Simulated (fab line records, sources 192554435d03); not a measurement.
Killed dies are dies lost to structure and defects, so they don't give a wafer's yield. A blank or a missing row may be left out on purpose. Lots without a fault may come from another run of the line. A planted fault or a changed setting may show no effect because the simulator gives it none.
Chamber matching | flow n5_finfet | N5_DUMMY_GATE_CMP_04 on cmp-01: 4 sister chambers
The step polishes a-Si. 4 wafers are shown with their chamber, then 12 later ones without.

WAFERS WITH THEIR CHAMBER
wafer  | chamber | motor_current_A (A)
L089.1 | 1       | 11.5
L089.2 | 2       | 11.7
L090.5 | 0       | 10.6
L090.6 | 3       | 10.5

WAFERS WITHOUT THEIR CHAMBER
wafer  | motor_current_A (A)
L091.2 | 12.2
L091.4 | 11.3
L091.5 | 10.0
L093.2 | 11.2
L093.4 | 10.2
L093.5 | 10.5
L093.1 | 10.0
L093.3 | 11.0
L093.6 | 12.0
L097.1 | 11.8
L097.2 | 11.1
L097.3 | 9.9

WHICH CHAMBER EACH WENT THROUGH
wafer  | from the rows above               | in truth
L091.2 | can't be placed: 2 or 1           | 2
L091.4 | can't be placed: 1 or 2 or 0 or 3 | 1
L091.5 | can't be placed: 3 or 0           | 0
L093.2 | can't be placed: 1 or 2 or 0 or 3 | 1
L093.4 | can't be placed: 3 or 0           | 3
L093.5 | can't be placed: 3 or 0           | 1
L093.1 | can't be placed: 3 or 0           | 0
L093.3 | can't be placed: 0 or 1 or 3 or 2 | 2
L093.6 | can't be placed: 2 or 1           | 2
L097.1 | can't be placed: 2 or 1           | 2
L097.2 | can't be placed: 1 or 0 or 2 or 3 | 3
L097.3 | can't be placed: 3 or 0           | 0
Placed correctly: 0 of 12. Can't be placed from these rows: 12 (the true chamber is among the candidates in 11). Placed wrongly: 0.
How it was worked out, from the rows above alone: a wafer's distance from a chamber is the root of the sum, over the readings, of the square of ((its reading less the chamber's mean) divided by the reading's scatter). The wafer belongs to the nearest chamber; if the next one is less than 2 further off, it can't be placed. A chamber's mean is the mean of its shown wafers. The scatter: with one shown wafer a chamber, the root of the mean of the squares of how far each hidden wafer lies from its nearest shown one.
